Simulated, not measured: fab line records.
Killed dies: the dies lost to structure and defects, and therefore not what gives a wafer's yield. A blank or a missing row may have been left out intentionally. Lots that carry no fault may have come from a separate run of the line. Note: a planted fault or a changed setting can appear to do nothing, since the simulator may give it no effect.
Which of the tools did it?	flow nandHarc	12 lots, 36 wafers sampled, at 5 steps of a route of 1159

WHAT EACH GAUGE READ, for each wafer
NHARC_END_SORT_01.
lot	measured	on	defectLimitedYield (%)	killedAtArray	killedAtOther	killedAtPeriphery	killedDies	killedOpen	killedShort	sort_bin_2_pct (%)	sort_bin_3_pct (%)	sort_bin_4_pct (%)	sortNPass	sortRimYieldPct (%)	sortYieldPct (%)
L467	day 19 20:50	prober-02	95.7 96.9 94.4	28 20 34	0 0 0	1 1 4	29 21 38	2 3 3	1 3 0	1.5 0.9 1.5	0.59 0.15 0.30	2.2 2.1 3.8	648 656 639	92 93 92	95.7 96.9 94.4
L470	day 20 03:52	prober-02	98.8 97.3 97.8	7 13 12	0 0 0	1 5 3	8 18 15	0 4 5	3 3 3	0.3 0.7 0.6	0.15 0 0.15	0.7 1.9 1.5	669 659 662	98 97 96	98.8 97.3 97.8
L469	day 19 07:45	prober-02	96.2 95.0 96.0	21 25 22	0 0 0	5 9 5	26 34 27	0 4 2	2 3 2	1.0 1.0 0.6	0.30 0.44 0	2.5 3.5 3.4	651 643 650	96 95 93	96.2 95.0 96.0
L472	day 20 19:25	prober-02	96.3 96.3 96.3	24 23 24	0 1 0	1 1 1	25 25 25	4 6 3	1 1 1	0.9 1.2 0.6	0.59 0.15 0.15	2.2 2.4 3.0	652 652 652	97 91 94	96.3 96.3 96.3
L473	day 22 05:53	prober-02	94.1 93.5 93.2	35 35 38	0 0 1	5 9 7	40 44 46	2 4 7	2 1 1	1.8 1.5 2.5	0.59 0.30 0	3.5 4.7 4.3	637 633 631	91 84 82	94.1 93.5 93.2
L475	day 21 13:59	prober-02	95.9 95.6 94.8	26 25 33	1 1 1	1 4 1	28 30 35	3 4 2	1 1 4	1.0 1.8 1.8	0.74 0.15 0.15	2.4 2.5 3.2	649 647 642	94 97 94	95.9 95.6 94.8
L476	day 22 00:27	prober-02	95.7 96.0 95.7	28 24 24	0 1 1	1 2 4	29 27 29	2 1 4	1 2 5	0.9 1.0 0.9	0.30 0.15 0.44	3.1 2.8 3.0	648 650 648	95 93 94	95.7 96.0 95.7
L477	day 23 06:07	prober-02	0.9 2.8 0.9	21 28 26	1 0 0	649 630 645	671 658 671	0 1 1	3 2 4	96.8 93.6 96.2	0.15 0.15 0.15	2.2 3.4 2.8	6 19 6	3 0 6	0.9 2.8 0.9
L481	day 22 13:37	prober-02	1.2 0.1 0.6	28 29 26	1 0 0	640 647 647	669 676 673	2 3 5	1 2 2	95.6 95.7 96.5	0.30 0.30 0	3.0 3.8 3.0	8 1 4	8 0 2	1.2 0.1 0.6
L486	day 25 04:08	prober-02	93.4 91.4 92.9	40 54 44	2 0 0	3 4 4	45 58 48	5 5 0	0 2 3	2.7 2.7 3.5	0.44 0.44 0.15	3.5 5.5 3.4	632 619 629	85 92 85	93.4 91.4 92.9
L488	day 25 19:16	prober-01	97.2 96.9 97.2	16 18 15	1 2 0	2 1 4	19 21 19	2 5 3	2 2 3	1.2 1.3 0.4	0 0.30 0.30	1.6 1.5 2.1	658 656 658	99 96 93	97.2 96.9 97.2
L489	day 26 03:01	prober-01	94.1 95.6 93.5	38 28 40	1 1 3	1 1 1	40 30 44	4 2 0	2 2 4	1.8 1.9 1.3	0.30 0.44 1.03	3.8 2.1 4.1	637 647 633	92 90 92	94.1 95.6 93.5

TOOL THAT RAN EACH LOT (tool first, then ch and the chambers of the sampled wafers, then the start)
lot	NHARC_P_BONDPAD_ECD_18	NHARC_THIN_TSV_PVD_51	NHARC_THIN_TSV_DESCUM_35	NHARC_THIN_TSV_ETCH_59
L467	ecdCu-01 ch 0,1, day 6 20:02	pvdSputter-01, day 19 12:16 or earlier	rieDiel-10 ch 0,1,3, day 19 12:16	rieMetal-03 ch 1, day 19 12:26
L470	ecdCu-02 ch 0,1, day 6 23:18	pvdSputter-01, day 19 11:11 or earlier	rieDiel-11 ch 0,1,3, day 19 11:11	rieMetal-02 ch 0,1, day 19 11:20
L469	ecdCu-02 ch 0,1, day 7 01:14	pvdSputter-01, day 18 21:39 or earlier	rieDiel-11 ch 0,1,3, day 18 21:39	rieMetal-03 ch 1, day 18 21:46
L472	ecdCu-01 ch 0,1, day 7 14:51	pvdSputter-02, day 19 15:38 or earlier	rieDiel-02 ch 0,1,3, day 19 15:38	rieMetal-02 ch 0,1, day 19 15:46
L473	ecdCu-01 ch 0,1, day 8 03:25	pvdSputter-03, day 21 13:15 or earlier	rieDiel-10 ch 0,1,2, day 21 13:15	rieMetal-02 ch 0,1, day 21 13:23
L475	ecdCu-01 ch 0,1, day 8 09:36	pvdSputter-01, day 21 05:08 or earlier	rieDiel-02 ch 0,1,2, day 21 05:08	rieMetal-02 ch 0,1, day 21 05:17
L476	ecdCu-01 ch 0,1, day 8 16:47	pvdSputter-01, day 21 14:17 or earlier	rieDiel-10 ch 0,1, day 21 14:17	rieMetal-03 ch 0, day 21 14:37
L477	ecdCu-01 ch 0,1, day 8 17:59	-	-	-
L481	ecdCu-01 ch 0,1, day 9 14:17	-	-	-
L486	ecdCu-02 ch 0,1, day 11 00:05	pvdSputter-02, day 23 05:13 or earlier	rieDiel-02 ch 0,1,2, day 23 05:13	rieMetal-03 ch 0,1, day 23 05:19
L488	ecdCu-02 ch 0,1, day 11 11:18	pvdSputter-01, day 23 22:04 or earlier	rieDiel-02 ch 1,2, day 23 22:04	rieMetal-01 ch 0,1, day 23 22:11
L489	ecdCu-02 ch 0,1, day 11 19:05	pvdSputter-01, day 24 09:38 or earlier	rieDiel-02 ch 0,1,3, day 24 09:38	rieMetal-01 ch 0,1, day 24 09:46
- NHARC_P_BONDPAD_ECD_18: material Cu, target thk 400 nm.
- NHARC_THIN_TSV_PVD_51: deposits Cu, target thk 100 nm.
- NHARC_THIN_TSV_DESCUM_35: chemistry O2, time 3 s.
- NHARC_THIN_TSV_ETCH_59: etches the open film in Cl2/BCl3, target depth 880 nm, time 138.1 s.

AS READ BY THE TOOLS THEMSELVES (means over the sampled wafers that have a number; for cases with no such wafer, the mark the record gives instead)
NHARC_THIN_TSV_PVD_51.
lot	tool	throttleValvePct (%)
L467	pvdSputter-01	29.1
L470	pvdSputter-01	29.3
L469	pvdSputter-01	29.4
L472	pvdSputter-02	30.8
L473	pvdSputter-03	29.9
L475	pvdSputter-01	29.3
L476	pvdSputter-01	29.2
L486	pvdSputter-02	30.0
L488	pvdSputter-01	29.6
L489	pvdSputter-01	29.2

NHARC_THIN_TSV_DESCUM_35.
lot	tool	drypumpMotorCurrentA (A)	o2FlowSccm (sccm)	oesProductAu (a.u.)	rfVppV (V)	showerheadPlenumPTorr (Torr)	throttleValvePct (%)
L467	rieDiel-10	5.5	199.5	1.001	58.1	1.87	11.311
L470	rieDiel-11	5.6	199.9	0.989	57.4	1.87	11.307
L469	rieDiel-11	5.5	200.0	0.994	58.6	1.87	11.313
L472	rieDiel-02	5.9	200.0	0.995	58.2	1.98	11.311
L473	rieDiel-10	5.8	199.8	1.006	57.6	1.88	11.308
L475	rieDiel-02	5.8	199.8	0.996	58.3	1.97	11.317
L476	rieDiel-10	5.4	200.6	0.995	58.1	1.85	11.313
L486	rieDiel-02	5.8	200.4	1.009	57.6	1.96	11.310
L488	rieDiel-02	5.6	200.0	1.009	57.7	1.93	11.314
L489	rieDiel-02	5.9	200.3	0.997	58.1	1.98	11.316

NHARC_THIN_TSV_ETCH_59.
lot	tool	drypumpMotorCurrentA (A)	oesProductAu (a.u.)	rfFwdPowerW (W)	throttleValvePct (%)
L467	rieMetal-03	6.1	1.009	897	22.266
L470	rieMetal-02	5.4	0.994	896	22.265
L469	rieMetal-03	6.0	1.004	901	22.258
L472	rieMetal-02	5.2	1.006	893	22.269
L473	rieMetal-02	5.4	1.003	895	22.263
L475	rieMetal-02	5.4	0.998	896	22.265
L476	rieMetal-03	6.5	1.003	894	22.263
L486	rieMetal-03	6.2	1.012	899	22.261
L488	rieMetal-01	5.8	0.998	896	22.263
L489	rieMetal-01	5.8	1.001	898	22.256

THE ANSWER, worked out from the rows above alone
Rule: what is usual is taken from the lots themselves. Put in order of their means at a reading, lots are off if they are a third of the lots or fewer, leave a main group of 4 or more, and stand apart from it by a gap of 3 or more times the standard deviation of the main group's means; of several such gaps the widest counts. If all means in a main group match to the digits the tables above print for the reading, that group is not used. A lot without any number at a reading at which 4 lots or more have one is off too. Any other lot the step has rows for is counted as sound. Order of review: gauges by route order, followed by the tools' own readings, for which a lot's mean as printed above is used. At the first step where some lot is off, the reading lying furthest off is the one used; lots without a number count as furthest.
Off: L477, L481 (NHARC_END_SORT_01, killedAtPeriphery). Mean 3.1 and standard deviation 2 in the main group.
If a tool, at a process step before that reading, ran all the lots that are off and no sound lot after the first of them, it fits. The gauges at NHARC_END_SORT_01 are tried like those tools. With no start given for some of its lots, NHARC_THIN_TSV_PVD_51 uses the hours and lot order of NHARC_THIN_TSV_DESCUM_35. One fits: NHARC_P_BONDPAD_ECD_18 on ecdCu-01. A fault onset in the window from L476 (day 8 16:47, its last sound lot) to L477 (day 8 17:59, its first lot off) fits.

WHAT THE SIMULATOR PUT IN
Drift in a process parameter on ecdCu-01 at NHARC_P_BONDPAD_ECD_18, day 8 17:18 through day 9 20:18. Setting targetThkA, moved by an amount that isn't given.
Struck lots among those shown: L481, L477. The rule above found the same.
